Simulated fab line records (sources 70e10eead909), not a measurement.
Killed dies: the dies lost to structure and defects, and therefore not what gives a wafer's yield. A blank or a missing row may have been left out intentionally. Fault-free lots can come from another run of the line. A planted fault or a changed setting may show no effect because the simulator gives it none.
Which of the tools did it? | flow nand harc | 7 lots with 19 wafers sampled at 2 steps, on a route of 1159 steps

== WHAT EACH GAUGE READ, for each wafer ==
NHARC_A_M1_INSPECT_27.
lot  | measured     | on                | raw defect count
L217 | day 18 07:02 | defect inspect-02 | 291 401 374
L220 | day 19 15:43 | defect inspect-01 | 354
L232 | day 22 10:25 | defect inspect-01 | 367 513 431
L236 | day 22 17:07 | defect inspect-01 | 773 499 448
L235 | day 22 16:12 | defect inspect-01 | 499 337 447
L239 | day 23 20:12 | defect inspect-01 | 531 436 527

== TOOL THAT RAN EACH LOT (tool first, then ch and the chambers of the sampled wafers, then the start) ==
lot  | NHARC_A_SGD_CUT_DEP_00
L217 | pecvd-04 ch 0,1,2, day 13 23:39
L220 | pecvd-01 ch 0,2, day 15 01:26
L226 | pecvd-01 ch 0,1, day 16 02:48
L232 | pecvd-04 ch 0,2, day 17 20:04
L236 | pecvd-02 ch 0,2, day 18 12:50
L235 | pecvd-02 ch 0,2, day 18 14:13
L239 | pecvd-01 ch 0,1,2, day 19 21:55
- NHARC_A_SGD_CUT_DEP_00: deposits SiNx, target thk 50 nm.

== THE ANSWER, worked out from the rows above alone ==
Rule: what is usual is taken from the lots themselves. Put in order of their means at a reading, lots are off if they are a third of the lots or fewer, leave a main group of 4 or more, and stand apart from it by a gap of 3 or more times the standard deviation of the main group's means; of several such gaps the widest counts. A main group is skipped when, at the precision printed for the reading in the tables above, its means are all equal. Also off: a lot with no number at a reading for which 4 or more lots have one. The other lots that the step has rows for count as sound.
Nothing can be told from this: no lot is off at any reading shown.

== WHAT THE SIMULATOR HAD INSERTED ==
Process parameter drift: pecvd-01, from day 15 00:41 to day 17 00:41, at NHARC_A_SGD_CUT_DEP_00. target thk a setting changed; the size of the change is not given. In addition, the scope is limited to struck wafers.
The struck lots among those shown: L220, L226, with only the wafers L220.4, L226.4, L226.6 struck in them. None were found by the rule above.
